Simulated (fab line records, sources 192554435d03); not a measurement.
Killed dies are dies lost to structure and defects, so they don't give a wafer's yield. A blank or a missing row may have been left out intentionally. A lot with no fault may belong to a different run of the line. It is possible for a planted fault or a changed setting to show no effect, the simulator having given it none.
fab line records :: flow n5-finfet
record:
  lots: 4
  wafers: 12
  last-day: 17
route steps=1938 shown BEOL_M0_SAQP@692 BEOL_M0_CUTY@701 BEOL_M4@1111 PASSIVATION@1936
lots that met no fault: taken from a fault-free run of the same line
start-h: hours from the record's first day to the start of the lot's first wafer shown :: wait-h: hours from the lot's prior step to this one :: " same as the row above :: L1.1+2: a single row standing in for several wafers :: - no value present, or no start provided :: * or withheld: withheld :: < > ~ a bound
route shown NAME@n: names a module that has steps shown in the file, with the first one's number in the route :: usual: mean/standard deviation of fault-free wafers :: same: alike in all rows :: chamber/n: place in a boat :: sites: per-site readings :: _std_site: how widely they spread, as a standard deviation :: _edge_site: mean of outer sites minus mean of inner sites :: radius-mm: how far each site lies from the wafer's centre :: mask NAME#n: copy n :: behind: the most recent tool/chamber to have shaped the wafer :: hold: why the lot went on hold/how many hours it stayed there/how the hold came to an end :: device: transistor that didn't switch, given as n, p or np :: end of line: the same wafers' tests at the end of the route :: a step given without rows: its recipe and nothing more :: killed: the dies lost at the first sort to structure and to defects; this is not the yield of the wafer :: map: a wafer's dies, x killed, . not, _ none there
set.NAME: setting as actually run; set.NAME@STEP: the setting as run at that earlier step :: model.NAME: the simulator's own value behind a step, which no gauge read
lots at selected steps of the route; one table per step, one row per wafer
services: from which hour (start-h, from the record's first day; less than 0 if before it) a tool's chamber was out of use, for how many hours, and why
== steps ==
step: N5_BEOL_M0_SAQP_DESCUM_45
recipe:
  chemistry: O2
  time-s: 7
  source-power-w: 50
  bias-power-w: 20
  pressure-mtorr: 20
  rf-frequency-hz: 2.712e+07
  temp-c: 40
  resist: CAR-EUV
  o2-flow-sccm: 225
step: N5_BEOL_M0_SAQP_ETCH_88
recipe:
  chemistry: N2/H2
  target: underlayer
  target-depth-a: 65
  time-s: 5.2
  ion-energy-ev: 200
  mask-material: CAR-EUV
  pressure-mtorr: 30
  source-w: 840
  bias-w: 150
  n2-flow-sccm: 200
  h2-flow-sccm: 200
  ends: cleared
step: N5_BEOL_M0_SAQP_ETCH_73
recipe:
  chemistry: CF4
  target: SiARC
  target-depth-a: 195
  mask-material: CAR-EUV
  time-s: 32.5
  ion-energy-ev: 80
  pressure-mtorr: 40
  source-w: 545
  bias-w: 36
  Ar_flow_sccm: 100
  cf4-flow-sccm: 100
  ends: cleared
step: N5_BEOL_M0_SAQP_CUT_ETCH_46
recipe:
  chemistry: N2/H2
  target: SOC
  target-depth-a: 1350
  overetch-a: 270
  temp-c: 40
  time-s: 202.5
  ion-energy-ev: 200
  mask-material: SiARC
  pressure-mtorr: 30
  source-w: 840
  bias-w: 150
  n2-flow-sccm: 200
  h2-flow-sccm: 200
step: N5_BEOL_M0_SAQP_STRIP_74
recipe:
  chemistry: N2/H2
  temp-c: 40
  n2-flow-sccm: 200
  h2-flow-sccm: 200
  rf-frequency-hz: 6e+07
step: N5_BEOL_M0_SAQP_STRIP_89
recipe:
  chemistry: N2/H2
  temp-c: 40
  n2-flow-sccm: 200
  h2-flow-sccm: 200
  rf-frequency-hz: 6e+07
step: N5_BEOL_M0_SAQP_ALD_48
recipe:
  material: SiO2
  target-thk-a: 200
  temp-c: 100
  ald-precursor-family: BDEAS
  ald-co-reactant: O2-plasma
  pulse-time-s: 1
  co-reactant-pulse-time-s: 1
  purge-time-s: 2
  co-reactant-purge-time-s: 2
  ald-cycles: 139
  pressure-torr: 2
step: N5_BEOL_M0_SAQP_ETCH_49
recipe:
  chemistry: CF4/O2
  target-depth-a: 370
  target: SiO2
  pressure-mtorr: 40
  source-w: 535
  bias-w: 49
  Ar_flow_sccm: 100
  cf4-flow-sccm: 100
  O2_flow_sccm: 10
  ion-energy-ev: 100
step: N5_BEOL_M0_SAQP_STRIP_75
recipe:
  chemistry: CF4
  resist: SiARC
  power-w: 300
  bias-power-w: 75
  pressure-mtorr: 50
  cf4-flow-sccm: 150
  rf-frequency-hz: 6e+07
step: N5_BEOL_M0_CUTY_COAT_50
recipe:
  resist: SiARC
  temp-c: 220
  time-s: 60
  spin-rpm: 1500
  resist-thk-nm: 15
step: N5_BEOL_M0_CUTY_COAT_51
recipe:
  resist: CAR-ArF-block
  spin-rpm: 1500
  resist-thk-nm: 150
usual:
  spin-speed-rpm: 1500.1/1.1
lot.wafer: L392.3
tool: litho-track-04
chamber: 0
start-h: 128.79
wait-h: -
spin-speed-rpm: 1500.4
model.CAR-ArF-block_of_BEOL_M0_CUTY_COAT_51.thk-nm: 150.4

lot.wafer: L392.5
tool: litho-track-04
chamber: 0
start-h: 128.79
wait-h: -
spin-speed-rpm: 1500.0
model.CAR-ArF-block_of_BEOL_M0_CUTY_COAT_51.thk-nm: 150.6

lot.wafer: L392.6
tool: litho-track-04
chamber: 0
start-h: 128.79
wait-h: -
spin-speed-rpm: 1502.6
model.CAR-ArF-block_of_BEOL_M0_CUTY_COAT_51.thk-nm: 149.8

lot.wafer: L400.3
tool: litho-track-04
chamber: 0
start-h: 172.12
wait-h: -
spin-speed-rpm: 1570.4
model.CAR-ArF-block_of_BEOL_M0_CUTY_COAT_51.thk-nm: 146.6

lot.wafer: L400.4
tool: litho-track-04
chamber: 0
start-h: 172.12
wait-h: -
spin-speed-rpm: 1571.3
model.CAR-ArF-block_of_BEOL_M0_CUTY_COAT_51.thk-nm: 146.6

lot.wafer: L400.5
tool: litho-track-04
chamber: 0
start-h: 172.12
wait-h: -
spin-speed-rpm: 1569.6
model.CAR-ArF-block_of_BEOL_M0_CUTY_COAT_51.thk-nm: 146.4

lot.wafer: L402.3
tool: litho-track-04
chamber: 0
start-h: 189.46
wait-h: -
spin-speed-rpm: 1572.4
model.CAR-ArF-block_of_BEOL_M0_CUTY_COAT_51.thk-nm: 146.2

lot.wafer: L402.5
tool: litho-track-04
chamber: 0
start-h: 189.46
wait-h: -
spin-speed-rpm: 1571.2
model.CAR-ArF-block_of_BEOL_M0_CUTY_COAT_51.thk-nm: 146

lot.wafer: L402.6
tool: litho-track-04
chamber: 0
start-h: 189.46
wait-h: -
spin-speed-rpm: 1570.6
model.CAR-ArF-block_of_BEOL_M0_CUTY_COAT_51.thk-nm: 146.4

lot.wafer: L409.2
tool: litho-track-02
chamber: 0
start-h: 226.45
wait-h: -
spin-speed-rpm: 1500.1
model.CAR-ArF-block_of_BEOL_M0_CUTY_COAT_51.thk-nm: 149.6

lot.wafer: L409.3
tool: litho-track-02
chamber: 0
start-h: 226.45
wait-h: -
spin-speed-rpm: 1498.3
model.CAR-ArF-block_of_BEOL_M0_CUTY_COAT_51.thk-nm: 149.8

lot.wafer: L409.5
tool: litho-track-02
chamber: 0
start-h: 226.45
wait-h: -
spin-speed-rpm: 1500.4
model.CAR-ArF-block_of_BEOL_M0_CUTY_COAT_51.thk-nm: 149.6
step: N5_BEOL_M0_CUTY_EBR_52
recipe:
  solvent: PGMEA
  ebr-width-mm: 1.5
step: N5_BEOL_M0_CUTY_SOFTBAKE_53
recipe:
  temp-c: 110
  time-s: 60
  resist: CAR-ArF-block
step: N5_BEOL_M0_CUTY_EXPOSE_54
recipe:
  mask-id: M0_ABLK
  na: 1.35
  source-shape: conventional
  sigma-outer: 0.8
  polarization: unpolarized
  dose-mj: 36
step: N5_BEOL_M0_CUTY_PEB_55
recipe:
  peb-temp-c: 110
  peb-time-s: 60
  resist: CAR-ArF-block
step: N5_BEOL_M0_CUTY_DEVELOP_56
recipe:
  develop-time-s: 30
  developer: TMAH
  resist: CAR-ArF-block
  rinse-liquid: diw
  dry: air-spin
  dev-temp-c: 23
step: N5_BEOL_M0_CUTY_DESCUM_61
recipe:
  chemistry: O2
  time-s: 7.9
  source-power-w: 50
  bias-power-w: 20
  pressure-mtorr: 20
  rf-frequency-hz: 2.712e+07
  temp-c: 40
  resist: CAR-ArF-block
  o2-flow-sccm: 225
step: N5_BEOL_M0_CUTY_ETCH_62
recipe:
  chemistry: CF4
  target: SiARC
  mask-material: CAR-ArF-block
  time-s: 58.5
  ion-energy-ev: 80
  pressure-mtorr: 40
  source-w: 545
  bias-w: 36
  Ar_flow_sccm: 100
  cf4-flow-sccm: 100
  ends: cleared
usual:
  drypump-motor-current-A: 5.9/0.45
  etch-rf-on-time-s: 58.5/1.2
  oes-product-au: 0.64/0.072
  rf-vpp-V: 183.9/1.1
  showerhead-plenum-p-Torr: 2.13/0.063
  throttle-valve-pct: 15.59/0.22
lot.wafer: L392.3
tool: rie-diel-04
chamber: 0
start-h: 129.26
wait-h: 0.0
drypump-motor-current-A: 6.6
etch-rf-on-time-s: 60.3
oes-product-au: 0.60
rf-hours-counter-h: 201
rf-vpp-V: 184.7
showerhead-plenum-p-Torr: 2.21
throttle-valve-pct: 15.45
model.CAR-ArF-block_of_BEOL_M0_CUTY_COAT_51.thk-nm: 119

lot.wafer: L392.5
tool: rie-diel-04
chamber: 3
start-h: 129.26
wait-h: 0.0
drypump-motor-current-A: 6.1
etch-rf-on-time-s: 59.2
oes-product-au: 0.69
rf-hours-counter-h: -
rf-vpp-V: 181.6
showerhead-plenum-p-Torr: 2.08
throttle-valve-pct: 15.35
model.CAR-ArF-block_of_BEOL_M0_CUTY_COAT_51.thk-nm: 119

lot.wafer: L392.6
tool: rie-diel-04
chamber: 2
start-h: 129.26
wait-h: 0.0
drypump-motor-current-A: 6.4
etch-rf-on-time-s: 58.4
oes-product-au: 0.61
rf-hours-counter-h: -
rf-vpp-V: 184.8
showerhead-plenum-p-Torr: 2.12
throttle-valve-pct: 15.88
model.CAR-ArF-block_of_BEOL_M0_CUTY_COAT_51.thk-nm: 118.2

lot.wafer: L400.3
tool: rie-diel-04
chamber: 3
start-h: 173.11
wait-h: 0.0
drypump-motor-current-A: 6.0
etch-rf-on-time-s: 58.8
oes-product-au: 0.68
rf-hours-counter-h: 116
rf-vpp-V: 183.5
showerhead-plenum-p-Torr: 2.07
throttle-valve-pct: 15.37
model.CAR-ArF-block_of_BEOL_M0_CUTY_COAT_51.thk-nm: 115.2

lot.wafer: L400.4
tool: rie-diel-04
chamber: 2
start-h: 173.11
wait-h: 0.0
drypump-motor-current-A: 6.4
etch-rf-on-time-s: 58.7
oes-product-au: 0.61
rf-hours-counter-h: -
rf-vpp-V: 184.2
showerhead-plenum-p-Torr: 2.11
throttle-valve-pct: 15.90
model.CAR-ArF-block_of_BEOL_M0_CUTY_COAT_51.thk-nm: 114.8

lot.wafer: L400.5
tool: rie-diel-04
chamber: 1
start-h: 173.11
wait-h: 0.0
drypump-motor-current-A: 6.1
etch-rf-on-time-s: 57.4
oes-product-au: 0.59
rf-hours-counter-h: -
rf-vpp-V: 184.7
showerhead-plenum-p-Torr: 2.19
throttle-valve-pct: 15.45
model.CAR-ArF-block_of_BEOL_M0_CUTY_COAT_51.thk-nm: 114.8

lot.wafer: L402.3
tool: rie-diel-03
chamber: 3
start-h: 190.07
wait-h: 0.0
drypump-motor-current-A: 5.5
etch-rf-on-time-s: 57.2
oes-product-au: 0.75
rf-hours-counter-h: 46
rf-vpp-V: 184.2
showerhead-plenum-p-Torr: 2.11
throttle-valve-pct: 15.62
model.CAR-ArF-block_of_BEOL_M0_CUTY_COAT_51.thk-nm: 114.6

lot.wafer: L402.5
tool: rie-diel-03
chamber: 0
start-h: 190.07
wait-h: 0.0
drypump-motor-current-A: 5.4
etch-rf-on-time-s: 58.8
oes-product-au: 0.61
rf-hours-counter-h: -
rf-vpp-V: 183.0
showerhead-plenum-p-Torr: 2.13
throttle-valve-pct: 15.72
model.CAR-ArF-block_of_BEOL_M0_CUTY_COAT_51.thk-nm: 114.4

lot.wafer: L402.6
tool: rie-diel-03
chamber: 3
start-h: 190.07
wait-h: 0.0
drypump-motor-current-A: 5.5
etch-rf-on-time-s: 57.5
oes-product-au: 0.75
rf-hours-counter-h: -
rf-vpp-V: 184.1
showerhead-plenum-p-Torr: 2.11
throttle-valve-pct: 15.62
model.CAR-ArF-block_of_BEOL_M0_CUTY_COAT_51.thk-nm: 114.8

lot.wafer: L409.2
tool: rie-diel-04
chamber: 1
start-h: 226.92
wait-h: 0.0
drypump-motor-current-A: 6.1
etch-rf-on-time-s: 58.0
oes-product-au: 0.58
rf-hours-counter-h: 249
rf-vpp-V: 186.3
showerhead-plenum-p-Torr: 2.18
throttle-valve-pct: 15.49
model.CAR-ArF-block_of_BEOL_M0_CUTY_COAT_51.thk-nm: 118

lot.wafer: L409.3
tool: rie-diel-04
chamber: 3
start-h: 226.92
wait-h: 0.0
drypump-motor-current-A: 6.1
etch-rf-on-time-s: 59.7
oes-product-au: 0.66
rf-hours-counter-h: 138
rf-vpp-V: 183.2
showerhead-plenum-p-Torr: 2.06
throttle-valve-pct: 15.41
model.CAR-ArF-block_of_BEOL_M0_CUTY_COAT_51.thk-nm: 118.2

lot.wafer: L409.5
tool: rie-diel-04
chamber: 2
start-h: 226.92
wait-h: 0.0
drypump-motor-current-A: 6.4
etch-rf-on-time-s: 58.4
oes-product-au: 0.59
rf-hours-counter-h: -
rf-vpp-V: 183.7
showerhead-plenum-p-Torr: 2.11
throttle-valve-pct: 15.97
model.CAR-ArF-block_of_BEOL_M0_CUTY_COAT_51.thk-nm: 118
step: N5_BEOL_M0_CUTY_ETCH_63
recipe:
  chemistry: N2/H2
  target: SOC
  target-depth-a: 827
  overetch-a: 165
  mask-material: SiARC
  temp-c: 40
  ion-energy-ev: 200
  time-s: 124
  pressure-mtorr: 30
  source-w: 840
  bias-w: 150
  n2-flow-sccm: 200
  h2-flow-sccm: 200
step: N5_BEOL_M4_RC_MEAS_101
usual:
  DIBL_N: 36.6/1.7
  DIBL_P: 36.7/2
  IOFF_N: 0.16/0.033
  IOFF_P: 0.22/0.04
  ION_N: 673/12
  ION_P: 463/7.9
  SS_N: 71.7/0.58
  SS_P: 73.3/0.64
  VT_N: 249/3.3
  VT_P: -249/3.1
lot.wafer: L392.3
tool: prober-02
chamber: 0
start-h: 173.76
wait-h: 0.3
DIBL_N[mV/V]: 36.5
DIBL_P[mV/V]: 36.3
IOFF_N[nA/um]: 0.14
IOFF_P[nA/um]: 0.20
ION_N[uA/um]: 666
ION_P[uA/um]: 464
SS_N[mV/dec]: 71.8
SS_P[mV/dec]: 73.3
VT_N[mV]: 252
VT_P[mV]: -249

lot.wafer: L392.5
tool: prober-02
chamber: 0
start-h: 173.76
wait-h: 0.3
DIBL_N[mV/V]: 36.9
DIBL_P[mV/V]: 36.6
IOFF_N[nA/um]: 0.15
IOFF_P[nA/um]: 0.20
ION_N[uA/um]: 670
ION_P[uA/um]: 466
SS_N[mV/dec]: 71.5
SS_P[mV/dec]: 72.6
VT_N[mV]: 251
VT_P[mV]: -252

lot.wafer: L392.6
tool: prober-02
chamber: 0
start-h: 173.76
wait-h: 0.3
DIBL_N[mV/V]: 36.0
DIBL_P[mV/V]: 35.6
IOFF_N[nA/um]: 0.14
IOFF_P[nA/um]: 0.19
ION_N[uA/um]: 661
ION_P[uA/um]: 457
SS_N[mV/dec]: 71.7
SS_P[mV/dec]: 73.4
VT_N[mV]: 251
VT_P[mV]: -251

lot.wafer: L400.3
tool: prober-02
chamber: 0
start-h: 219.39
wait-h: 0.3
DIBL_N[mV/V]: 36.5
DIBL_P[mV/V]: 35.9
IOFF_N[nA/um]: 0.15
IOFF_P[nA/um]: 0.23
ION_N[uA/um]: 666
ION_P[uA/um]: 464
SS_N[mV/dec]: 71.3
SS_P[mV/dec]: 73.2
VT_N[mV]: 249
VT_P[mV]: -246

lot.wafer: L400.4
tool: prober-02
chamber: 0
start-h: 219.39
wait-h: 0.3
DIBL_N[mV/V]: 39.5
DIBL_P[mV/V]: 39.7
IOFF_N[nA/um]: 0.24
IOFF_P[nA/um]: 0.32
ION_N[uA/um]: 670
ION_P[uA/um]: 468
SS_N[mV/dec]: 72.3
SS_P[mV/dec]: 73.6
VT_N[mV]: 247
VT_P[mV]: -243

lot.wafer: L400.5
tool: prober-02
chamber: 0
start-h: 219.39
wait-h: 0.3
DIBL_N[mV/V]: 38.8
DIBL_P[mV/V]: 40.1
IOFF_N[nA/um]: 0.22
IOFF_P[nA/um]: 0.33
ION_N[uA/um]: 690
ION_P[uA/um]: 479
SS_N[mV/dec]: 72.0
SS_P[mV/dec]: 74.7
VT_N[mV]: 246
VT_P[mV]: -242

lot.wafer: L402.3
tool: prober-01
chamber: 0
start-h: 239.31
wait-h: 0.3
DIBL_N[mV/V]: 38.0
DIBL_P[mV/V]: 36.8
IOFF_N[nA/um]: 0.17
IOFF_P[nA/um]: 0.23
ION_N[uA/um]: 670
ION_P[uA/um]: 457
SS_N[mV/dec]: 72.4
SS_P[mV/dec]: 73.4
VT_N[mV]: 251
VT_P[mV]: -251

lot.wafer: L402.5
tool: prober-01
chamber: 0
start-h: 239.31
wait-h: 0.3
DIBL_N[mV/V]: 41.5
DIBL_P[mV/V]: 41.0
IOFF_N[nA/um]: 0.25
IOFF_P[nA/um]: 0.32
ION_N[uA/um]: 685
ION_P[uA/um]: 469
SS_N[mV/dec]: 73.2
SS_P[mV/dec]: 74.5
VT_N[mV]: 245
VT_P[mV]: -247

lot.wafer: L402.6
tool: prober-01
chamber: 0
start-h: 239.31
wait-h: 0.3
DIBL_N[mV/V]: 39.8
DIBL_P[mV/V]: 38.9
IOFF_N[nA/um]: 0.22
IOFF_P[nA/um]: 0.27
ION_N[uA/um]: 681
ION_P[uA/um]: 468
SS_N[mV/dec]: 72.5
SS_P[mV/dec]: 73.7
VT_N[mV]: 247
VT_P[mV]: -248

lot.wafer: L409.2
tool: prober-01
chamber: 0
start-h: 296.99
wait-h: 0.2
DIBL_N[mV/V]: 38.7
DIBL_P[mV/V]: 39.6
IOFF_N[nA/um]: 0.21
IOFF_P[nA/um]: 0.30
ION_N[uA/um]: 683
ION_P[uA/um]: 469
SS_N[mV/dec]: 72.0
SS_P[mV/dec]: 73.9
VT_N[mV]: 246
VT_P[mV]: -245

lot.wafer: L409.3
tool: prober-01
chamber: 0
start-h: 296.99
wait-h: 0.2
DIBL_N[mV/V]: 35.1
DIBL_P[mV/V]: 36.2
IOFF_N[nA/um]: 0.15
IOFF_P[nA/um]: 0.24
ION_N[uA/um]: 689
ION_P[uA/um]: 476
SS_N[mV/dec]: 71.0
SS_P[mV/dec]: 73.1
VT_N[mV]: 249
VT_P[mV]: -247

lot.wafer: L409.5
tool: prober-01
chamber: 0
start-h: 296.99
wait-h: 0.2
DIBL_N[mV/V]: 36.0
DIBL_P[mV/V]: 36.9
IOFF_N[nA/um]: 0.15
IOFF_P[nA/um]: 0.24
ION_N[uA/um]: 669
ION_P[uA/um]: 465
SS_N[mV/dec]: 71.4
SS_P[mV/dec]: 73.5
VT_N[mV]: 251
VT_P[mV]: -247
step: N5_PASSIVATION_PROBE_49
usual:
  defect-limited-yield: 91.1/1.4
  killed_at_M0_to_M3: 34/11
  killed_at_M4_up: 14/5.7
  killed-at-contacts: 14/6.9
  killed-at-front-end: 40/11
  killed-at-other: 4/3.1
  killed-dies: 105/17
  killed-open: 70/13
  killed-short: 34/7.6
  sort_bin_5_function: 5.3/0.95
  sort_bin_6_memory: 3.3/0.64
  sort_bin_8_speed: 0.00/0.029
  sort-n-pass: 1075/17
  sort-yield-pct: 91.1/1.4
same:
  gross-dies: 1180
  killed-at-back-side: 0
  sort_bin_4_leakage[%]: 0
lot.wafer: L402.3
tool: prober-01
chamber: -
start-h: 362.21
wait-h: 0.1
defect-limited-yield[%]: 91.6
killed_at_M0_to_M3: 37
killed_at_M4_up: 13
killed-at-contacts: 14
killed-at-front-end: 35
killed-at-other: 0
killed-dies: 99
killed-open: 65
killed-short: 32
sort_bin_5_function[%]: 4.7
sort_bin_6_memory[%]: 3.4
sort_bin_8_speed[%]: 0
sort-n-pass: 1081
sort-yield-pct[%]: 91.6

lot.wafer: L402.5
tool: prober-01
chamber: -
start-h: 362.31
wait-h: 0.2
defect-limited-yield[%]: 88.7
killed_at_M0_to_M3: 60
killed_at_M4_up: 8
killed-at-contacts: 11
killed-at-front-end: 52
killed-at-other: 2
killed-dies: 133
killed-open: 84
killed-short: 47
sort_bin_5_function[%]: 6.6
sort_bin_6_memory[%]: 4.2
sort_bin_8_speed[%]: 0
sort-n-pass: 1047
sort-yield-pct[%]: 88.7

lot.wafer: L402.6
tool: prober-01
chamber: -
start-h: 362.36
wait-h: 0.3
defect-limited-yield[%]: 92.1
killed_at_M0_to_M3: 23
killed_at_M4_up: 16
killed-at-contacts: 16
killed-at-front-end: 34
killed-at-other: 4
killed-dies: 93
killed-open: 56
killed-short: 34
sort_bin_5_function[%]: 4.4
sort_bin_6_memory[%]: 3.1
sort_bin_8_speed[%]: 0
sort-n-pass: 1087
sort-yield-pct[%]: 92.1
killed by level:class
L402.3 MOL_CONTACT_COAG:geometric-particle:open=13 BEOL_M3:geometric-particle:open=10 BEOL_M1:geometric-particle:open=6 BEOL_M4:geometric-particle:open=5 BEOL_M0_SAQP:geometric-particle:open=5 BEOL_M0_SAQP:geometric-particle:short=5 STARTING-WAFER:geometric-particle:open=5 FIN_SAQP:geometric-particle:short=4
L402.5 BEOL_M0_SAQP:geometric-particle:short=16 FIN_SAQP:geometric-particle:short=11 FIN_SAQP:geometric-particle:open=11 STI_FIN_REVEAL:geometric-particle:open=11 BEOL_M1:geometric-particle:open=11 BEOL_M3:geometric-particle:open=10 MOL_CONTACT_COAG:geometric-particle:open=9 BEOL_M2:geometric-particle:open=8
L402.6 MOL_CONTACT_COAG:geometric-particle:open=11 BEOL_M4:geometric-particle:open=9 FIN_SAQP:geometric-particle:short=8 BEOL_M3:geometric-particle:open=7 STI_FIN_REVEAL:geometric-particle:open=6 GATE_CUT:geometric-particle:short=6 MOL_CONTACT_COAG:geometric-particle:short=5 FIN_SAQP:geometric-particle:open=4
== services ==
tool: rie-diel-04
chamber: 1
start-h: 111.29
hours: 4.4
kind: repair

tool: rie-diel-04
chamber: 0
start-h: 137.60
hours: 42.6
kind: repair

tool: litho-track-02
chamber: -
start-h: 217.56
hours: -
kind: consumable-replace:filter

tool: rie-diel-04
chamber: -
start-h: 223.43
hours: 2.3
kind: repair
== key ==
first-sign:
  step: N5_BEOL_M0_CUTY_COAT_51
  reading: spin-speed-rpm
  direction: up
  sigmas: 63
  usual: *
  struck: *
effect none on later readings
model-effect:
  step: N5_BEOL_M0_CUTY_COAT_51
  value: CAR-ArF-block_of_BEOL_M0_CUTY_COAT_51.thk-nm
  without: 149.9
  struck: 146.4
model-effect:
  step: N5_BEOL_M0_CUTY_ETCH_62
  value: CAR-ArF-block_of_BEOL_M0_CUTY_COAT_51.thk-nm
  without: 118.3
  struck: 114.8
met-at N5_BEOL_M0_CUTY_COAT_51
struck-wafers L400.3,L400.4,L400.5,L402.3,L402.5,L402.6
onset-between 128.79 172.12
fault:
  kind: process-parameter-drift
  tool: litho-track-04
  chamber: -
  onset-h: 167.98
  steps: N5_BEOL_M0_CUTY_COAT_51
  channel: spin-rpm
  offset: *
  shape: step
  end-h: 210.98
  acts-in: *
  stated: *
